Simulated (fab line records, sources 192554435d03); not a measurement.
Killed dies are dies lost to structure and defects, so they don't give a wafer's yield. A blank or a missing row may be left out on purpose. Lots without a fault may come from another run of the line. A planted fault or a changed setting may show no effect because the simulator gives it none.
fab line records | flow n5_finfet
record lots=5 wafers=15 last_day=17
route steps=1938 shown BEOL_M3@1002 BEOL_M4@1021
lots that met no fault: from a run of the same line without faults
start_h: hours from the record's first day to the start of the lot's first wafer shown | wait_h: hours since the lot's step before | " the same as in the row above | L1.1+2: a row that stands for several wafers | - no value, or no start given | * or withheld: withheld | < > ~ a bound
route shown NAME@n: a module of which the file shows steps, and the number in the route of the first | usual: mean/standard deviation of fault-free wafers | same: alike in all rows | chamber/n: place in a boat | sites: the reading at each site | _std_site: their standard deviation | _edge_site: outer sites' mean less inner sites' | radius_mm: how far each site lies from the wafer's centre | mask NAME#n: copy n | behind: the tool/chamber that last shaped the wafer | hold: why the lot was held/for how many hours/how that ended | device: the transistor (n, p or np) that didn't switch | end of line: the same wafers' tests at the end of the route | a step without rows: its recipe alone | killed: dies lost to structure and defects at the first sort, not the wafer's yield | map: a wafer's dies, x killed, . not, _ none there
set.NAME: the setting as run; set.NAME@STEP: as run at that earlier step | model.NAME: the simulator's own value behind a step, which no gauge read
lots at some steps of the route; a table a step, a row a wafer
services: from which hour (start_h, from the record's first day; less than 0 if before it) a tool's chamber was out of use, for how many hours, and why
## steps
# step N5_BEOL_M3_SPUTTER_88
# recipe material=Cu target_thk_a=45 temp_c=-20 chamber_pressure_pa=0.07 power_w=withheld time_s=8.29
# usual susceptor_temp_C=-20.00/0.097 throttle_valve_pct=29.8/0.94
# columns lot.wafer tool chamber start_h wait_h susceptor_temp_C throttle_valve_pct
L074.2 pvd_sputter-01 - 165.02 0.1 -19.93 30.1
L074.4 " - " " -20.05 29.8
L074.5 " - " " -19.92 29.9
L087.1 pvd_sputter-02 - 243.65 0.1 -20.16 30.2
L087.3 " - " " -20.07 30.2
L087.5 " - " " -19.76 28.6
L089.2 pvd_sputter-03 - 256.50 0.1 -20.07 30.6
L089.4 " - " " -20.13 29.7
L089.5 " - " " -20.17 30.7
L090.1 pvd_sputter-02 - 256.89 0.1 -20.09 30.1
L090.3 " - " " -19.94 30.2
L090.6 " - " " -19.99 28.7
L094.3 pvd_sputter-01 - 281.71 0.1 -20.13 30.2
L094.4 " - " " -19.83 29.7
L094.6 " - " " -19.96 30.4
# step N5_BEOL_M3_ANNEAL_89
# recipe temp_c=400 time_s=240 ambient=vacuum
# usual heater_power_w=808/98 susceptor_temp_C=399.98/0.25
# columns lot.wafer tool chamber start_h wait_h heater_power_w susceptor_temp_C
L074.2 pvd_sputter-01 - 165.10 0.0 1019 400.17
L074.4 " - " " 727 399.94
L074.5 " - " " 744 399.30
L087.1 pvd_sputter-02 - 243.73 0.0 705 400.19
L087.3 " - " " 806 400.10
L087.5 " - " " 773 399.96
L089.2 pvd_sputter-03 - 256.58 0.0 763 400.07
L089.4 " - " " 738 400.01
L089.5 " - " " 777 400.26
L090.1 pvd_sputter-02 - 256.97 0.0 973 400.29
L090.3 " - " " 827 400.05
L090.6 " - " " 750 399.78
L094.3 pvd_sputter-01 - 281.79 0.0 968 399.97
L094.4 " - " " 721 399.88
L094.6 " - " " 893 399.80
# step N5_BEOL_M3_SPUTTER_90
# recipe material=Cu target_thk_a=45 temp_c=-20 chamber_pressure_pa=0.07 power_w=withheld time_s=8.29
# usual susceptor_temp_C=-20.00/0.099 throttle_valve_pct=29.8/0.97
# columns lot.wafer tool chamber start_h wait_h susceptor_temp_C throttle_valve_pct
L074.2 pvd_sputter-01 - 165.24 0.1 -19.87 30.3
L074.4 " - " " -20.06 29.8
L074.5 " - " " -19.91 30.0
L087.1 pvd_sputter-02 - 243.87 0.1 -19.97 29.8
L087.3 " - " " -19.93 30.3
L087.5 " - " " -20.03 28.8
L089.2 pvd_sputter-03 - 256.72 0.1 -20.04 30.8
L089.4 " - " " -20.00 29.7
L089.5 " - " " -20.01 30.3
L090.1 pvd_sputter-02 - 257.11 0.1 -20.04 30.0
L090.3 " - " " -20.06 30.3
L090.6 " - " " -20.11 28.8
L094.3 pvd_sputter-01 - 281.93 0.1 -20.13 30.1
L094.4 " - " " -20.05 29.7
L094.6 " - " " -19.99 30.5
# step N5_BEOL_M3_ANNEAL_91
# recipe temp_c=400 time_s=240 ambient=vacuum
# usual heater_power_w=808/98 susceptor_temp_C=400.02/0.23
# columns lot.wafer tool chamber start_h wait_h heater_power_w susceptor_temp_C
L074.2 pvd_sputter-01 - 165.32 0.0 986 399.99
L074.4 " - " " 732 399.88
L074.5 " - " " 708 400.40
L087.1 pvd_sputter-02 - 243.95 0.0 675 400.03
L087.3 " - " " 812 399.62
L087.5 " - " " 764 400.15
L089.2 pvd_sputter-03 - 256.80 0.0 778 400.23
L089.4 " - " " 754 399.85
L089.5 " - " " 761 399.83
L090.1 pvd_sputter-02 - 257.19 0.0 964 400.82
L090.3 " - " " 845 399.88
L090.6 " - " " 756 400.24
L094.3 pvd_sputter-01 - 282.01 0.0 1020 400.42
L094.4 " - " " 731 399.95
L094.6 " - " " 882 399.77
# step N5_BEOL_M3_SPUTTER_92
# recipe material=Cu target_thk_a=45 temp_c=-20 chamber_pressure_pa=0.07 power_w=withheld time_s=8.29
# usual susceptor_temp_C=-20.00/0.11 throttle_valve_pct=29.8/0.94
# columns lot.wafer tool chamber start_h wait_h susceptor_temp_C throttle_valve_pct
L074.2 pvd_sputter-01 - 165.46 0.1 -20.05 30.2
L074.4 " - " " -19.93 29.8
L074.5 " - " " -20.01 29.6
L087.1 pvd_sputter-02 - 244.09 0.1 -20.11 29.8
L087.3 " - " " -19.97 30.1
L087.5 " - " " -20.02 28.8
L089.2 pvd_sputter-03 - 256.94 0.1 -20.14 30.4
L089.4 " - " " -19.99 29.7
L089.5 " - " " -20.02 30.9
L090.1 pvd_sputter-02 - 257.33 0.1 -20.23 30.1
L090.3 " - " " -19.93 30.2
L090.6 " - " " -19.92 28.6
L094.3 pvd_sputter-01 - 282.15 0.1 -19.68 30.2
L094.4 " - " " -19.85 29.6
L094.6 " - " " -19.90 30.4
# step N5_BEOL_M3_ANNEAL_93
# recipe temp_c=400 time_s=240 ambient=vacuum
# usual heater_power_w=808/99 susceptor_temp_C=400.00/0.2
# columns lot.wafer tool chamber start_h wait_h heater_power_w susceptor_temp_C
L074.2 pvd_sputter-01 - 165.54 0.0 1020 400.05
L074.4 " - " " 728 400.09
L074.5 " - " " 739 400.33
L087.1 pvd_sputter-02 - 244.17 0.0 691 399.66
L087.3 " - " " 834 399.96
L087.5 " - " " 755 399.97
L089.2 pvd_sputter-03 - 257.02 0.0 766 399.93
L089.4 " - " " 743 400.00
L089.5 " - " " 794 400.03
L090.1 pvd_sputter-02 - 257.41 0.0 990 400.22
L090.3 " - " " 833 400.34
L090.6 " - " " 769 400.14
L094.3 pvd_sputter-01 - 282.23 0.0 1021 400.22
L094.4 " - " " 729 400.15
L094.6 " - " " 902 400.07
# step N5_BEOL_M3_SPUTTER_94
# recipe material=Cu target_thk_a=45 temp_c=-20 chamber_pressure_pa=0.07 power_w=withheld time_s=8.29
# usual susceptor_temp_C=-19.99/0.1 throttle_valve_pct=29.8/0.95
# columns lot.wafer tool chamber start_h wait_h susceptor_temp_C throttle_valve_pct
L074.2 pvd_sputter-01 - 165.68 0.1 -20.09 30.0
L074.4 " - " " -20.09 29.4
L074.5 " - " " -19.98 29.9
L087.1 pvd_sputter-02 - 244.31 0.1 -19.86 29.8
L087.3 " - " " -20.02 30.3
L087.5 " - " " -20.07 28.7
L089.2 pvd_sputter-03 - 257.16 0.1 -19.99 30.6
L089.4 " - " " -20.07 29.5
L089.5 " - " " -20.02 30.4
L090.1 pvd_sputter-02 - 257.55 0.1 -19.88 30.4
L090.3 " - " " -20.01 30.2
L090.6 " - " " -20.07 28.9
L094.3 pvd_sputter-01 - 282.37 0.1 -19.95 30.0
L094.4 " - " " -19.95 29.6
L094.6 " - " " -19.78 30.3
# step N5_BEOL_M3_ANNEAL_95
# recipe temp_c=400 time_s=240 ambient=vacuum
# usual heater_power_w=807/98 susceptor_temp_C=399.96/0.23
# columns lot.wafer tool chamber start_h wait_h heater_power_w susceptor_temp_C
L074.2 pvd_sputter-01 - 165.76 0.0 985 400.05
L074.4 " - " " 727 399.52
L074.5 " - " " 728 399.99
L087.1 pvd_sputter-02 - 244.39 0.0 677 400.04
L087.3 " - " " 818 399.40
L087.5 " - " " 747 399.62
L089.2 pvd_sputter-03 - 257.24 0.0 769 400.14
L089.4 " - " " 739 400.24
L089.5 " - " " 777 400.45
L090.1 pvd_sputter-02 - 257.63 0.0 961 399.78
L090.3 " - " " 826 400.12
L090.6 " - " " 780 399.45
L094.3 pvd_sputter-01 - 282.45 0.0 984 400.01
L094.4 " - " " 722 400.00
L094.6 " - " " 886 400.27
# step N5_BEOL_M3_SPUTTER_96
# recipe material=Cu target_thk_a=45 temp_c=-20 chamber_pressure_pa=0.07 power_w=withheld time_s=8.29
# usual susceptor_temp_C=-19.99/0.11 throttle_valve_pct=29.8/0.93
# columns lot.wafer tool chamber start_h wait_h susceptor_temp_C throttle_valve_pct
L074.2 pvd_sputter-01 - 165.90 0.1 -19.97 30.1
L074.4 " - " " -19.92 29.7
L074.5 " - " " -19.91 29.6
L087.1 pvd_sputter-02 - 244.53 0.1 -19.99 29.7
L087.3 " - " " -19.74 30.3
L087.5 " - " " -20.06 28.8
L089.2 pvd_sputter-03 - 257.38 0.1 -20.03 30.7
L089.4 " - " " -20.09 29.7
L089.5 " - " " -19.87 30.6
L090.1 pvd_sputter-02 - 257.77 0.1 -20.17 30.1
L090.3 " - " " -19.97 30.1
L090.6 " - " " -20.04 29.0
L094.3 pvd_sputter-01 - 282.59 0.1 -19.91 30.0
L094.4 " - " " -20.03 29.5
L094.6 " - " " -20.13 30.5
# step N5_BEOL_M3_ECD_50
# recipe material=Cu target_thk_a=3000
# columns lot.wafer tool chamber start_h wait_h
L074.2+4+5 ecd_cu-01 0,1,0 166.02 0.1
L087.1+3+5 ecd_cu-02 0,1,1 244.65 0.1
L089.2+4+5 ecd_cu-02 1 257.50 0.1
L090.1+3+6 ecd_cu-01 1,0,1 257.89 0.1
L094.3+4+6 ecd_cu-02 0,1,0 282.74 0.1
# step N5_BEOL_M3_ANNEAL_51
# recipe temp_c=225 time_s=90 ambient=N2
# usual wafer_temp_C_max=225.99/0.25
# columns lot.wafer tool chamber start_h wait_h wafer_temp_C_max
L074.2 rtp_anneal-01 0 166.14 0.1 225.73
L074.4 " 0 " " 225.72
L074.5 " 0 " " 225.89
L087.1 rtp_anneal-02 0 244.84 0.2 225.68
L087.3 " 0 " " 226.26
L087.5 " 0 " " 225.97
L089.2 rtp_anneal-01 0 257.62 0.1 226.14
L089.4 " 0 " " 226.08
L089.5 " 0 " " 225.69
L090.1 rtp_anneal-01 0 257.97 0.1 225.61
L090.3 " 0 " " 225.68
L090.6 " 0 " " 225.53
L094.3 rtp_anneal-02 0 282.89 0.1 225.89
L094.4 " 0 " " 226.30
L094.6 " 0 " " 226.21
# step N5_BEOL_M3_CMP_52
# recipe stop_on=SiOC t_overpolish_s=6.8 down_force_psi=1 platen_rpm=50 clearing_platen_down_force_psi=1.5 clearing_platen_rpm=50 post_cmp_clean=cu_alkaline target_thk_nm=40 clearing_platen_pad_velocity_m_s=0.99484 pad_velocity_m_s=0.99484
# usual barrier_field_endpoint_s=24.2/0.71 head_pressure_psi=1.0002/0.002 motor_current_A=6.0/0.52 overpolish_run_s=6.798/0.0087 pad_life_wafers=884/550 retaining_ring_pressure_frac=1.000/0.0047 time_to_endpoint_s=62/3.4
# same t_overpolish_s=6.8
# columns lot.wafer tool chamber start_h wait_h barrier_field_endpoint_s head_pressure_psi motor_current_A overpolish_run_s pad_life_wafers retaining_ring_pressure_frac time_to_endpoint_s
L074.2 cmp-04 1 166.39 0.2 23.8 0.9998 5.9 6.803 1554 0.998 61
L074.4 " 3 " " 25.3 1.0014 7.0 6.790 1556 0.996 67
L074.5 " 2 " " 23.3 0.9943 5.2 6.812 - 0.995 59
L087.3 cmp-01 1 245.14 0.2 24.4 1.0002 5.4 6.802 240 1.002 63
L087.1 " 2 " " 23.2 1.0013 6.3 6.815 241 1.005 59
L087.5 " 2 " " 23.2 0.9983 6.1 6.796 - 1.005 57
L089.2 cmp-01 0 257.88 0.2 24.3 0.9987 6.1 6.797 354 1.005 62
L089.4 " 2 " " 24.9 1.0029 6.4 6.814 356 0.996 62
L089.5 " 1 " " 24.2 0.9993 5.5 6.805 - 0.997 60
L090.3 cmp-02 3 258.27 0.2 24.0 1.0012 5.4 6.795 1650 1.006 65
L090.1 " 2 " " 23.1 0.9989 6.8 6.814 1653 0.995 58
L090.6 " 3 " " 24.1 1.0044 5.9 6.819 - 1.001 63
L094.4 cmp-04 1 283.14 0.2 24.0 1.0005 6.1 6.779 385 0.996 58
L094.3 " 2 " " 24.2 1.0011 5.4 6.798 386 0.998 62
L094.6 " 1 " " 24.2 1.0016 6.2 6.809 - 0.995 58
# step N5_BEOL_M3_THK_MEAS_53
# recipe thk_meas_gauge=xrf reads=Cu_of_BEOL_M3_ECD_50
# usual M3_THK=40.2/1.5
# columns lot.wafer tool chamber start_h wait_h M3_THK[nm]
L074.2 film_metro-02 - 166.69 - 38.9
L074.4 " - " " 41.0
L074.5 " - " " 40.2
L087.1 film_metro-01 - 245.43 - 38.5
L087.3 " - " " 40.4
L087.5 " - " " 39.9
L089.2 film_metro-01 - 258.17 - 37.6
L089.4 " - " " 41.6
L089.5 " - " " 41.3
L090.1 film_metro-01 - 258.56 - 37.9
L090.3 " - " " 40.9
L090.6 " - " " 40.1
L094.3 film_metro-01 - 283.39 - 39.1
L094.4 " - " " 39.9
L094.6 " - " " 40.4
# step N5_BEOL_M3_PRE_CLEAN_60
# recipe gas=NH3/H2 time_s=15 temp_c=* rf_power_w=300
# usual heater_power_w=71/18 susceptor_temp_C=*
# columns lot.wafer tool chamber start_h wait_h heater_power_w susceptor_temp_C
L074.2 cvd_co-01 0 166.73 0.0 54 *
L074.4 " 1 " " 81 *
L074.5 " 0 " " 53 *
L087.1 cvd_co-02 2 245.47 0.0 67 *
L087.3 " 0 " " 101 *
L087.5 " 2 " " 64 *
L089.2 cvd_co-02 1 258.21 0.0 43 *
L089.4 " 0 " " 101 *
L089.5 " 1 " " 43 *
L090.1 cvd_co-01 0 258.60 0.0 53 *
L090.3 " 2 " " 81 *
L090.6 " 1 " " 82 *
L094.3 cvd_co-02 1 283.43 0.0 44 *
L094.4 " 0 " " 100 *
L094.6 " 2 " " 65 *
# step N5_BEOL_M3_CO_CAP_55
# recipe material=Co target_thk_a=20 temp_c=200 precursor=CCTBA/H2 pressure_torr=30 time_s=102.1
# usual chamber_pressure_Torr=30.00/0.06 heater_power_w=218/23 susceptor_temp_C=200.00/0.15
# columns lot.wafer tool chamber start_h wait_h chamber_pressure_Torr heater_power_w susceptor_temp_C
L074.2 cvd_co-01 0 166.77 0.0 29.94 197 199.89
L074.4 " 1 " " 29.93 232 199.98
L074.5 " 0 " " 29.95 192 199.90
L087.1 cvd_co-02 2 245.51 0.0 30.04 210 200.08
L087.3 " 0 " " 30.03 254 199.93
L087.5 " 2 " " 29.95 214 200.04
L089.2 cvd_co-02 1 258.25 0.0 30.01 187 199.99
L089.4 " 0 " " 30.01 260 199.91
L089.5 " 1 " " 30.05 179 200.00
L090.1 cvd_co-01 0 258.64 0.0 29.93 193 200.17
L090.3 " 2 " " 29.97 232 199.95
L090.6 " 1 " " 29.96 239 200.22
L094.3 cvd_co-02 1 283.47 0.0 29.94 182 200.14
L094.4 " 0 " " 30.00 251 200.08
L094.6 " 2 " " 29.93 211 199.95
# step N5_BEOL_M3_PRE_CLEAN_56
# recipe gas=NH3 time_s=15 temp_c=withheld rf_power_w=300
# columns lot.wafer tool chamber start_h wait_h
L074.2+4+5 pecvd-04 2,0,2 166.86 0.1
L087.1+3+5 pecvd-03 0,1,0 245.62 0.1
L089.2+4+5 pecvd-01 2,0,0 258.34 0.1
L090.1+3+6 pecvd-03 0,2,2 258.73 0.1
L094.3+4+6 pecvd-01 0,1,0 283.56 0.1
# step N5_BEOL_M3_DEP_57
# recipe material=SiCN target_thk_a=80 temp_c=withheld precursor=3MS/NH3 pressure_torr=3 rf_w=202 time_s=14
# usual chamber_pressure_Torr=2.999/0.0069 showerhead_plenum_p_Torr=3.662/0.012 showerhead_vpp_V=883/44 throttle_valve_pct=9.5/0.77
# columns lot.wafer tool chamber start_h wait_h chamber_pressure_Torr showerhead_plenum_p_Torr showerhead_vpp_V throttle_valve_pct
L074.2 pecvd-04 2 166.89 0.0 2.990 3.684 854 11.0
L074.4 " 0 " " 3.010 3.668 920 9.6
L074.5 " 2 " " 2.998 3.681 853 10.9
L087.1 pecvd-03 0 245.64 0.0 2.993 3.677 818 9.4
L087.3 " 1 " " 3.008 3.665 822 9.7
L087.5 " 0 " " 2.998 3.652 831 9.4
L089.2 pecvd-01 2 258.38 0.0 3.005 3.640 883 9.0
L089.4 " 0 " " 2.992 3.677 913 10.7
L089.5 " 0 " " 2.998 3.678 919 10.9
L090.1 pecvd-03 0 258.76 0.0 3.003 3.666 810 9.4
L090.3 " 2 " " 3.001 3.688 969 8.2
L090.6 " 2 " " 3.003 3.673 957 8.3
L094.3 pecvd-01 0 283.59 0.0 2.998 3.675 907 11.1
L094.4 " 1 " " 2.997 3.660 807 9.0
L094.6 " 0 " " 3.002 3.676 905 10.7
# step N5_BEOL_M3_RS_MEAS_58
# recipe thk_meas_gauge=four-point-probe reads=Co_of_BEOL_M3_CO_CAP_55+Cu_of_BEOL_M3_ECD_50+Co_of_BEOL_M3_CVD_47+TaN_of_BEOL_M3_ALD_84
# usual M3_RS=0.68/0.032
# columns lot.wafer tool chamber start_h wait_h M3_RS[ohm/sq]
L074.2 film_metro-02 - 166.96 0.1 0.71
L074.4 " - " " 0.66
L074.5 " - " " 0.68
L087.1 film_metro-01 - 245.71 0.0 0.71
L087.3 " - " " 0.67
L087.5 " - " " 0.68
L089.2 film_metro-02 - 258.46 0.1 0.75
L089.4 " - " " 0.66
L089.5 " - " " 0.66
L090.1 film_metro-02 - 258.82 0.0 0.73
L090.3 " - " " 0.67
L090.6 " - " " 0.68
L094.3 film_metro-02 - 283.66 0.1 0.71
L094.4 " - " " 0.68
L094.6 " - " " 0.68
# step N5_BEOL_M3_INSPECT_59
# recipe inspect_instrument=darkfield mode=post_dep
# usual raw_defect_count=77/21
# columns lot.wafer tool chamber start_h wait_h raw_defect_count
L074.2 defect_inspect-02 - 166.98 0.0 82
L074.4 " - " " 69
L074.5 " - " " 83
L087.1 defect_inspect-01 - 245.73 0.0 63
L087.3 " - " " 70
L087.5 " - " " 75
L089.2 defect_inspect-01 - 258.49 0.0 93
L089.4 " - " " 93
L089.5 " - " " 90
L090.1 defect_inspect-01 - 258.86 0.0 46
L090.3 " - " " 77
L090.6 " - " " 65
L094.3 defect_inspect-02 - 283.68 0.0 44
L094.4 " - " " 73
L094.6 " - " " 64
# step N5_BEOL_M4_ILD_DEP_00
# recipe material=SiOC target_thk_a=790 temp_c=350 precursor=DEMS/O2 pressure_torr=5 rf_w=500 time_s=15.3
# usual chamber_pressure_Torr=5.000/0.011 heater_power_w=478/56 showerhead_plenum_p_Torr=5.695/0.015 showerhead_vpp_V=1410/87 susceptor_temp_C=349.99/0.22 throttle_valve_pct=12.0/0.82
# columns lot.wafer tool chamber start_h wait_h chamber_pressure_Torr heater_power_w showerhead_plenum_p_Torr showerhead_vpp_V susceptor_temp_C throttle_valve_pct
L074.2 pecvd-02 1 167.02 0.0 4.996 479 5.674 1336 350.18 11.6
L074.4 " 0 " " 5.004 552 5.720 1516 349.96 12.0
L074.5 " 2 " " 5.001 403 5.694 1460 349.79 11.6
L087.1 pecvd-02 1 245.77 0.0 4.971 489 5.662 1365 349.73 12.1
L087.3 " 2 " " 5.006 438 5.675 1453 349.54 11.4
L087.5 " 0 " " 5.001 569 5.706 1514 349.92 11.9
L089.2 pecvd-02 2 258.52 0.0 5.000 398 5.688 1477 349.78 11.3
L089.4 " 2 " " 4.997 411 5.707 1424 350.01 11.4
L089.5 " 1 " " 5.008 481 5.674 1366 349.75 12.1
L090.1 pecvd-02 0 258.89 0.0 5.012 536 5.712 1496 349.96 12.0
L090.3 " 1 " " 5.021 481 5.669 1370 349.84 11.7
L090.6 " 0 " " 4.969 527 5.704 1499 350.26 11.9
L094.3 pecvd-03 1 283.72 0.0 5.012 378 5.699 1349 349.56 12.8
L094.4 " 1 " " 5.009 378 5.707 1336 350.11 12.7
L094.6 " 2 " " 5.011 448 5.701 1506 350.43 10.9
# step N5_BEOL_M4_THK_MEAS_01
# recipe reads=SiOC_of_BEOL_M4_ILD_DEP_00
# usual M4_ILD_THK=79.4/1.1
# columns lot.wafer tool chamber start_h wait_h M4_ILD_THK[nm]
L074.2 film_metro-01 - 167.09 0.1 76.8
L074.4 " - " " 79.5
L074.5 " - " " 80.1
L087.1 film_metro-01 - 245.84 0.0 78.3
L087.3 " - " " 78.8
L087.5 " - " " 80.8
L089.2 film_metro-02 - 258.59 0.1 78.7
L089.4 " - " " 80.0
L089.5 " - " " 78.6
L090.1 film_metro-02 - 258.98 0.1 79.0
L090.3 " - " " 79.4
L090.6 " - " " 79.7
L094.3 film_metro-01 - 283.78 0.1 77.4
L094.4 " - " " 78.5
L094.6 " - " " 79.1
# step N5_BEOL_M4_PECVD_72
# recipe material=SiO2 target_thk_a=160 temp_c=400 precursor=TEOS/O2 pressure_torr=5.5 rf_w=450 teos_flow_sccm=53.8 gas=O2 flow_sccm=3000 time_s=18
# usual chamber_pressure_Torr=5.501/0.012 heater_power_w=708/87 showerhead_plenum_p_Torr=8.78/0.058 showerhead_vpp_V=1328/77 susceptor_temp_C=400.01/0.24 throttle_valve_pct=22.9/1.8
# columns lot.wafer tool chamber start_h wait_h chamber_pressure_Torr heater_power_w showerhead_plenum_p_Torr showerhead_vpp_V susceptor_temp_C throttle_valve_pct
L074.2 pecvd-02 2 167.12 0.0 5.514 621 8.77 1392 400.02 21.3
L074.4 " 2 " " 5.526 622 8.80 1359 399.71 21.3
L074.5 " 0 " " 5.492 718 8.89 1440 399.85 22.3
L087.1 pecvd-03 2 245.88 0.0 5.491 684 8.84 1438 400.07 20.5
L087.3 " 0 " " 5.502 713 8.76 1226 400.17 23.4
L087.5 " 0 " " 5.505 724 8.74 1222 400.04 23.6
L089.2 pecvd-01 2 258.63 0.0 5.478 578 8.71 1316 400.16 22.6
L089.4 " 2 " " 5.485 580 8.68 1363 399.76 22.6
L089.5 " 2 " " 5.487 582 8.69 1328 399.72 22.8
L090.1 pecvd-01 2 259.02 0.0 5.508 612 8.69 1324 400.03 22.7
L090.3 " 2 " " 5.536 609 8.68 1354 400.05 22.5
L090.6 " 0 " " 5.515 745 8.79 1350 400.29 26.6
L094.3 pecvd-01 1 283.82 0.0 5.507 844 8.78 1205 399.98 22.7
L094.4 " 0 " " 5.513 882 8.82 1373 400.16 26.7
L094.6 " 1 " " 5.501 867 8.77 1211 400.11 22.7
# step N5_BEOL_M4_HM_DEP_02
# recipe material=TiN target_thk_a=200 temp_c=25 chamber_pressure_pa=0.49996
# usual susceptor_temp_C=25.01/0.11 throttle_valve_pct=29.8/0.99
# columns lot.wafer tool chamber start_h wait_h susceptor_temp_C throttle_valve_pct
L074.2 pvd_sputter-02 - 168.09 1.0 24.94 29.6
L074.4 " - " " 25.01 28.5
L074.5 " - " " 24.98 29.1
L087.1 pvd_sputter-01 - 247.85 2.0 25.07 29.6
L087.3 " - " " 25.01 27.2
L087.5 " - " " 25.24 29.9
L089.2 pvd_sputter-03 - 259.04 0.4 24.97 31.6
L089.4 " - " " 25.23 29.9
L089.5 " - " " 25.10 29.6
L090.1 pvd_sputter-01 - 259.66 0.6 24.94 30.3
L090.3 " - " " 24.94 29.8
L090.6 " - " " 24.98 30.0
L094.3 pvd_sputter-02 - 284.03 0.2 24.80 28.9
L094.4 " - " " 25.02 30.4
L094.6 " - " " 25.10 29.7
# step N5_BEOL_M4_COAT_61
# recipe resist=SOC temp_c=250 time_s=60 spin_rpm=1500 resist_thk_nm=60
# usual chill_plate_temp_C=23.01/0.11
# columns lot.wafer tool chamber start_h wait_h chill_plate_temp_C
L074.2 litho_track-03 0 168.22 0.1 23.25
L074.4 " 0 " " 23.21
L074.5 " 0 " " 22.97
L087.1 litho_track-03 0 247.98 0.1 22.93
L087.3 " 0 " " 22.82
L087.5 " 0 " " 22.96
L089.2 litho_track-01 0 259.17 0.1 22.99
L089.4 " 0 " " 23.30
L089.5 " 0 " " 23.04
L090.1 litho_track-01 0 259.79 0.1 22.98
L090.3 " 0 " " 22.95
L090.6 " 0 " " 22.93
L094.3 litho_track-04 0 284.16 0.1 22.96
L094.4 " 0 " " 22.86
L094.6 " 0 " " 22.89
# step N5_BEOL_M4_COAT_62
# recipe resist=SiARC temp_c=220 time_s=60 spin_rpm=1500 resist_thk_nm=12
# usual chill_plate_temp_C=23.00/0.12
# columns lot.wafer tool chamber start_h wait_h chill_plate_temp_C
L074.2 litho_track-03 0 - - 22.93
L074.4 " 0 " " 22.87
L074.5 " 0 " " 23.02
L087.1 litho_track-03 0 - - 23.04
L087.3 " 0 " " 23.01
L087.5 " 0 " " 23.00
L089.2 litho_track-01 0 - - 23.08
L089.4 " 0 " " 23.21
L089.5 " 0 " " 23.17
L090.1 litho_track-01 0 - - 22.79
L090.3 " 0 " " 22.89
L090.6 " 0 " " 22.95
L094.3 litho_track-04 0 - - 23.13
L094.4 " 0 " " 23.15
L094.6 " 0 " " 23.22
# step N5_BEOL_M4_COAT_73
# recipe resist=underlayer temp_c=205 time_s=60 spin_rpm=1500 resist_thk_nm=5
# usual chill_plate_temp_C=23.01/0.11
# columns lot.wafer tool chamber start_h wait_h chill_plate_temp_C
L074.2 litho_track-03 0 - - 23.00
L074.4 " 0 " " 23.00
L074.5 " 0 " " 22.94
L087.1 litho_track-03 0 - - 22.95
L087.3 " 0 " " 22.99
L087.5 " 0 " " 22.95
L089.2 litho_track-01 0 - - 22.86
L089.4 " 0 " " 23.02
L089.5 " 0 " " 23.10
L090.1 litho_track-01 0 - - 23.02
L090.3 " 0 " " 23.01
L090.6 " 0 " " 22.97
L094.3 litho_track-04 0 - - 23.09
L094.4 " 0 " " 22.97
L094.6 " 0 " " 22.85
# step N5_BEOL_M4_COAT_05
# recipe resist=CAR-EUV spin_rpm=1500 resist_thk_nm=30
# usual chill_plate_temp_C=23.01/0.11
# columns lot.wafer tool chamber start_h wait_h chill_plate_temp_C
L074.2 litho_track-03 0 - - 22.89
L074.4 " 0 " " 22.92
L074.5 " 0 " " 23.00
L087.1 litho_track-03 0 - - 23.00
L087.3 " 0 " " 23.23
L087.5 " 0 " " 22.82
L089.2 litho_track-01 0 - - 23.15
L089.4 " 0 " " 23.07
L089.5 " 0 " " 23.14
L090.1 litho_track-01 0 - - 23.02
L090.3 " 0 " " 23.04
L090.6 " 0 " " 22.90
L094.3 litho_track-04 0 - - 22.92
L094.4 " 0 " " 22.95
L094.6 " 0 " " 22.88
# step N5_BEOL_M4_EBR_07
# recipe solvent=PGMEA ebr_width_mm=1.5
# usual chill_plate_temp_C=23.00/0.13
# columns lot.wafer tool chamber start_h wait_h chill_plate_temp_C
L074.2 litho_track-03 0 - - 23.20
L074.4 " 0 " " 23.34
L074.5 " 0 " " 23.25
L087.1 litho_track-03 0 - - 22.92
L087.3 " 0 " " 22.97
L087.5 " 0 " " 22.92
L089.2 litho_track-01 0 - - 22.89
L089.4 " 0 " " 22.96
L089.5 " 0 " " 23.03
L090.1 litho_track-01 0 - - 22.75
L090.3 " 0 " " 22.99
L090.6 " 0 " " 22.88
L094.3 litho_track-04 0 - - 23.01
L094.4 " 0 " " 22.93
L094.6 " 0 " " 23.06
# step N5_BEOL_M4_SOFTBAKE_06
# recipe temp_c=110 time_s=60 resist=CAR-EUV
# usual chill_plate_temp_C=23.02/0.12
# columns lot.wafer tool chamber start_h wait_h chill_plate_temp_C
L074.2 litho_track-03 0 - - 22.98
L074.4 " 0 " " 22.97
L074.5 " 0 " " 23.00
L087.1 litho_track-03 0 - - 23.04
L087.3 " 0 " " 23.15
L087.5 " 0 " " 23.00
L089.2 litho_track-01 0 - - 23.14
L089.4 " 0 " " 23.15
L089.5 " 0 " " 23.05
L090.1 litho_track-01 0 - - 23.12
L090.3 " 0 " " 23.08
L090.6 " 0 " " 23.07
L094.3 litho_track-04 0 - - 23.09
L094.4 " 0 " " 23.10
L094.6 " 0 " " 22.97
## services
# columns tool chamber start_h hours kind
pvd_sputter-03 - 152.30 1.4 repair
pecvd-02 - 163.04 0.4 repair
cvd_co-02 0 183.96 5.5 repair
ecd_cu-01 - 184.76 0.8 repair
rtp_anneal-01 - 190.38 1.0 pm
cvd_co-02 2 191.18 10.4 repair
cvd_co-01 - 194.75 0.4 repair
pecvd-04 - 197.04 6.0 pm
ecd_cu-01 - 198.30 5.6 pm
pecvd-02 1 205.32 29.0 repair
cmp-01 - 211.09 4.0 pm
ecd_cu-02 - 217.27 0.6 repair
cmp-04 - 225.29 3.4 repair
cmp-01 - 226.01 2.9 repair
cmp-04 - 234.57 4.0 pm
pecvd-01 1 235.83 46.6 repair
cvd_co-01 - 238.04 2.7 repair
rtp_anneal-02 - 238.78 2.8 pm
pecvd-02 - 241.27 0.6 repair
cvd_co-02 - 263.99 6.9 pm
pecvd-01 - 271.40 0.5 repair
cvd_co-02 1 271.56 2.1 repair
pecvd-01 2 273.42 4.2 repair
pvd_sputter-02 - 281.96 0.5 repair
## key
fault none
